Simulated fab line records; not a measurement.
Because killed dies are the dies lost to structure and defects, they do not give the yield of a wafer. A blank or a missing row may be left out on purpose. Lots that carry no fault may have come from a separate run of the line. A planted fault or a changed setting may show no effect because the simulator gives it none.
Which of the tools did it? -- flow nand-harc -- 39 wafers from 13 lots sampled at 5 of the route's 1302 steps

## WHAT THE GAUGES SHOWED, per wafer
NHARC_END_SORT_01. Usual: killed-at-array 52, standard deviation 19; killed-at-other 1.0, standard deviation 1.2; killed-at-periphery 4.1, standard deviation 2.8; killed-dies 57, standard deviation 19; killed-open 3.1, standard deviation 1.7; killed-short 2.5, standard deviation 1.5.
lot,measured,on,killed-at-array,killed-at-other,killed-at-periphery,killed-dies,killed-open,killed-short,flag
L241,day 24 10:01,prober-01,53 70 46,0 0 0,3 3 0,56 73 46,2 6 5,1 3 0,
L245,day 26 05:38,prober-02,65 55 59,2 0 0,4 5 5,71 60 64,4 2 0,5 3 2,
L246,day 27 01:09,prober-02,54 57 62,1 1 0,6 0 3,61 58 65,2 4 5,5 0 0,
L253,day 29 10:34,prober-01,153 146 143,2 3 1,1 3 3,156 152 147,3 2 4,1 0 1,OFF
L254,day 29 23:15,prober-01,134 116 116,0 0 0,1 3 3,135 119 119,0 5 4,1 1 4,OFF
L262,day 33 03:14,prober-02,70 73 71,1 4 4,7 8 6,78 85 81,1 5 5,3 4 3,
L263,day 33 19:44,prober-01,62 65 69,0 0 0,3 3 2,65 68 71,3 4 4,2 0 4,

## WHICH TOOL RAN EACH LOT (tool, then ch and the chambers of the sampled wafers, then the start)
lot,NHARC_A_ONON_D1_DEP_09,NHARC_THIN_TSV_PVD_19,NHARC_THIN_TSV_DEGAS_53,NHARC_THIN_TSV_ETCH_59
L240,"pecvd-onon-01 ch 0, day 7 18:05","pvd-sputter-01, day 23 10:46 or earlier","pvd-sputter-02, day 23 10:46","rie-metal-01 ch 0,1, day 23 12:19"
L241,"pecvd-onon-02 ch 0, day 8 04:24","pvd-sputter-02, day 24 02:06 or earlier","pvd-sputter-01, day 24 02:06","rie-metal-01 ch 0,1, day 24 03:34"
L244,"pecvd-onon-03 ch 0, day 9 06:44","pvd-sputter-02, day 24 22:56 or earlier","pvd-sputter-02, day 24 22:56","rie-metal-03 ch 0,1, day 25 00:24"
L245,"pecvd-onon-01 ch 0, day 9 17:55","pvd-sputter-03, day 25 19:17 or earlier","pvd-sputter-02, day 25 19:17","rie-metal-02 ch 0,1, day 25 20:43"
L246,"pecvd-onon-02 ch 0, day 10 11:50","pvd-sputter-01, day 26 15:28 or earlier","pvd-sputter-01, day 26 15:28","rie-metal-02 ch 0, day 26 16:53"
L247,"pecvd-onon-01 ch 0, day 10 18:22","pvd-sputter-02, day 26 14:10 or earlier","pvd-sputter-02, day 26 14:10","rie-metal-03 ch 0,1, day 26 15:40"
L252,"pecvd-onon-03 ch 0, day 12 15:28","pvd-sputter-03, day 28 18:24 or earlier","pvd-sputter-03, day 28 18:24","rie-metal-03 ch 0,1, day 28 19:42"
L253,"pecvd-onon-03 ch 0, day 12 22:43","pvd-sputter-02, day 28 17:20 or earlier","pvd-sputter-03, day 28 17:20","rie-metal-01 ch 0,1, day 28 18:48"
L254,"pecvd-onon-03 ch 0, day 14 00:29","pvd-sputter-03, day 29 11:22 or earlier","pvd-sputter-01, day 29 11:22","rie-metal-01 ch 0,1, day 29 12:52"
L259,"pecvd-onon-01 ch 0, day 15 14:53","pvd-sputter-01, day 31 18:26 or earlier","pvd-sputter-01, day 31 18:26","rie-metal-02 ch 0,1, day 31 19:46"
L261,"pecvd-onon-03 ch 0, day 16 19:01","pvd-sputter-02, day 32 17:35 or earlier","pvd-sputter-02, day 32 17:35","rie-metal-02 ch 1, day 32 18:53"
L262,"pecvd-onon-01 ch 0, day 16 23:23","pvd-sputter-01, day 32 16:41 or earlier","pvd-sputter-02, day 32 16:41","rie-metal-01 ch 0,1, day 32 18:07"
L263,"pecvd-onon-03 ch 0, day 16 23:31","pvd-sputter-02, day 33 04:02 or earlier","pvd-sputter-02, day 33 04:02","rie-metal-03 ch 0, day 33 05:40"
- NHARC_A_ONON_D1_DEP_09: target thk 1000 nm.
- NHARC_THIN_TSV_PVD_19: deposits TaN, target thk 20 nm.
- NHARC_THIN_TSV_DEGAS_53: time 60 s.
- NHARC_THIN_TSV_ETCH_59: etches the open film in Cl2/BCl3, target depth 880 nm, time 138.1 s.

## WHAT THE TOOLS THEMSELVES READ (means of the sampled wafers that have a number; where no wafer has one, the mark that the record gives instead)
NHARC_A_ONON_D1_DEP_09. Usual: 2750 sccm for n2-flow-sccm, sd 8.6.
lot,tool,n2-flow-sccm (sccm),flag
L240,pecvd-onon-01,2743,
L241,pecvd-onon-02,2765,
L244,pecvd-onon-03,2749,
L245,pecvd-onon-01,2755,
L246,pecvd-onon-02,2740,
L247,pecvd-onon-01,2757,
L252,pecvd-onon-03,2746,
L253,pecvd-onon-03,2743,
L254,pecvd-onon-03,2759,
L259,pecvd-onon-01,2748,
L261,pecvd-onon-03,2754,
L262,pecvd-onon-01,2744,
L263,pecvd-onon-03,2738,

NHARC_THIN_TSV_PVD_19. Usual: 30.1 % for throttle-valve-pct, sd 0.94.
lot,tool,throttle-valve-pct (%),flag
L240,pvd-sputter-01,30.4,
L241,pvd-sputter-02,29.8,
L244,pvd-sputter-02,29.3,
L245,pvd-sputter-03,30.9,
L246,pvd-sputter-01,30.2,
L247,pvd-sputter-02,29.0,
L252,pvd-sputter-03,30.1,
L253,pvd-sputter-02,30.2,
L254,pvd-sputter-03,30.1,
L259,pvd-sputter-01,29.6,
L261,pvd-sputter-02,30.3,
L262,pvd-sputter-01,30.8,
L263,pvd-sputter-02,29.2,

NHARC_THIN_TSV_DEGAS_53. Usual: 485 W for heater-power-w, sd 42.
lot,tool,heater-power-w (W),flag
L240,pvd-sputter-02,517,
L241,pvd-sputter-01,477,
L244,pvd-sputter-02,511,
L245,pvd-sputter-02,467,
L246,pvd-sputter-01,467,
L247,pvd-sputter-02,452,
L252,pvd-sputter-03,450,
L253,pvd-sputter-03,458,
L254,pvd-sputter-01,491,
L259,pvd-sputter-01,497,
L261,pvd-sputter-02,506,
L262,pvd-sputter-02,485,
L263,pvd-sputter-02,493,

NHARC_THIN_TSV_ETCH_59. Usual: bcl3-flow-sccm 30.01 sccm, standard deviation 0.076; chamber-pressure-mTorr 10.001 mTorr, standard deviation 0.0081; drypump-motor-current-A 5.7 A, standard deviation 0.44; oes-product-au 1.003 a.u., standard deviation 0.013; throttle-valve-pct 22.265 %, standard deviation 0.009.
lot,tool,bcl3-flow-sccm (sccm),chamber-pressure-mTorr (mTorr),drypump-motor-current-A (A),oes-product-au (a.u.),throttle-valve-pct (%),flag
L240,rie-metal-01,30.01,10.000,6.0,0.989,22.258,
L241,rie-metal-01,29.99,10.004,5.7,0.999,22.263,
L244,rie-metal-03,30.08,10.009,5.7,1.001,22.273,
L245,rie-metal-02,30.01,10.004,5.6,1.011,22.264,
L246,rie-metal-02,29.98,9.992,4.8,0.999,22.256,
L247,rie-metal-03,30.00,10.003,5.9,0.986,22.268,
L252,rie-metal-03,30.08,9.998,5.9,1.000,22.274,
L253,rie-metal-01,30.00,10.001,6.0,0.981,22.265,
L254,rie-metal-01,29.99,10.004,6.0,0.991,22.262,
L259,rie-metal-02,30.05,9.993,5.2,1.020,22.270,
L261,rie-metal-02,29.97,9.994,5.9,1.027,22.265,
L262,rie-metal-01,30.03,10.006,5.7,1.011,22.265,
L263,rie-metal-03,29.94,10.006,5.6,1.008,22.264,

## THE ANSWER, worked out from the rows above alone
Rule: take the mean of a lot's wafers that have a number; if it is more than 3 standard deviations from the usual mean, the lot is off. Also off: a lot with no number at a reading for which 4 or more lots have one. The other lots that the step has rows for count as sound. After the gauges, taken in route order, come the tools' own readings; for these a lot's mean is taken, as printed above. The first step at which some lot is off is used, and at that step the reading that is off furthest; a lot without a number counts as furthest.
Off: L253, L254 (NHARC_END_SORT_01, killed-at-array). Neither off nor sound, because the step has no rows for them: L240, L244, L247, L252, L259, L261.
If a tool, at a process step before that reading, ran all the lots that are off and no sound lot after the first of them, it fits. Gauges at NHARC_END_SORT_01: tried the same way as those tools. NHARC_THIN_TSV_PVD_19 gives no start for some lots, so the hours and the order of its lots are those of NHARC_THIN_TSV_DEGAS_53. No candidate that was tried fits.

## WHAT WAS PUT IN BY THE SIMULATOR
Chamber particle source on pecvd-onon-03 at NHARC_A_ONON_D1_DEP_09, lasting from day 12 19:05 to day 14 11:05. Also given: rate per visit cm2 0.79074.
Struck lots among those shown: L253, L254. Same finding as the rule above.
